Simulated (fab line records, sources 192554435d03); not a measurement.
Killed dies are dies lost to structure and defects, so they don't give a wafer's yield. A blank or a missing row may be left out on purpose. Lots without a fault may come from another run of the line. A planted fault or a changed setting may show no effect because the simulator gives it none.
Chamber matching | flow n5_finfet | N5_BEOL_M5_ETCH_68 on rie_diel-02: 4 sister chambers
The step etches SOC in N2/H2, target depth 80 nm, overetch 16 nm, time 120 s. 24 wafers are shown with their chamber, then 12 later ones without.

WAFERS WITH THEIR CHAMBER
wafer  | chamber | showerhead_plenum_p_Torr (Torr) | drypump_motor_current_A (A) | oes_product_au (a.u.)
L076.1 | 3       | 2.60                            | 5.9                         | 0.69
L076.3 | 0       | 2.40                            | 6.6                         | 0.54
L076.6 | 3       | 2.60                            | 5.9                         | 0.68
L075.2 | 1       | 2.54                            | 5.9                         | 0.57
L075.4 | 3       | 2.60                            | 5.9                         | 0.68
L075.6 | 0       | 2.39                            | 6.5                         | 0.54
L078.3 | 2       | 2.60                            | 5.2                         | 0.69
L078.4 | 1       | 2.54                            | 5.9                         | 0.57
L078.5 | 2       | 2.60                            | 5.2                         | 0.69
L080.1 | 3       | 2.59                            | 6.0                         | 0.68
L080.3 | 1       | 2.54                            | 5.9                         | 0.57
L080.6 | 0       | 2.39                            | 6.5                         | 0.54
L079.3 | 1       | 2.54                            | 5.9                         | 0.57
L079.4 | 3       | 2.59                            | 5.9                         | 0.67
L079.6 | 3       | 2.59                            | 5.9                         | 0.67
L082.1 | 2       | 2.59                            | 5.2                         | 0.69
L082.2 | 3       | 2.59                            | 5.9                         | 0.68
L082.4 | 1       | 2.54                            | 5.9                         | 0.57
L083.1 | 0       | 2.39                            | 6.6                         | 0.54
L083.2 | 2       | 2.59                            | 5.3                         | 0.68
L083.4 | 3       | 2.59                            | 5.9                         | 0.67
L091.3 | 2       | 2.58                            | 5.3                         | 0.66
L091.5 | 2       | 2.58                            | 5.3                         | 0.66
L091.6 | 1       | 2.53                            | 5.9                         | 0.56

SIGNATURES (means of the wafers above)
reading                  | chamber 0 | chamber 1 | chamber 2 | chamber 3 | scatter within a chamber
showerhead_plenum_p_Torr | 2.3925    | 2.5383    | 2.5900    | 2.5938    | 0.00611
drypump_motor_current_A  | 6.550     | 5.900     | 5.250     | 5.913     | 0.0411
oes_product_au           | 0.5400    | 0.5683    | 0.6783    | 0.6775    | 0.00871
Rule: a wafer's distance from a chamber is the root of the sum, over the readings, of the square of ((its reading less the chamber's mean) divided by the reading's scatter). The wafer belongs to the nearest chamber; if the next one is less than 2 further off, it can't be placed. The scatter: the root of (the sum of the squares of (reading less its chamber's mean) over the shown wafers, divided by (wafers less chambers)).

WAFERS WITHOUT THEIR CHAMBER
wafer  | showerhead_plenum_p_Torr (Torr) | drypump_motor_current_A (A) | oes_product_au (a.u.)
L092.3 | 2.70                            | 6.5                         | 0.74
L092.4 | 2.53                            | 5.9                         | 0.56
L092.6 | 2.58                            | 5.2                         | 0.66
L093.1 | 2.70                            | 6.6                         | 0.73
L093.2 | 2.58                            | 5.9                         | 0.64
L093.4 | 2.52                            | 5.9                         | 0.56
L094.1 | 2.58                            | 5.9                         | 0.64
L094.2 | 2.70                            | 6.5                         | 0.72
L094.5 | 2.58                            | 5.2                         | 0.65
L097.2 | 2.58                            | 5.3                         | 0.65
L097.4 | 2.52                            | 5.9                         | 0.55
L097.5 | 2.58                            | 5.2                         | 0.64

WHICH CHAMBER EACH WENT THROUGH
wafer  | from the rows above | in truth
L092.3 | 3                   | 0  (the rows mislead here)
L092.4 | 1                   | 1
L092.6 | 2                   | 2
L093.1 | 3                   | 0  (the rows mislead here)
L093.2 | 3                   | 3
L093.4 | 1                   | 1
L094.1 | 3                   | 3
L094.2 | 3                   | 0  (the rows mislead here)
L094.5 | 2                   | 2
L097.2 | 2                   | 2
L097.4 | 1                   | 1
L097.5 | 2                   | 2
Placed correctly: 9 of 12. Can't be placed from these rows: 0. Placed wrongly: 3.
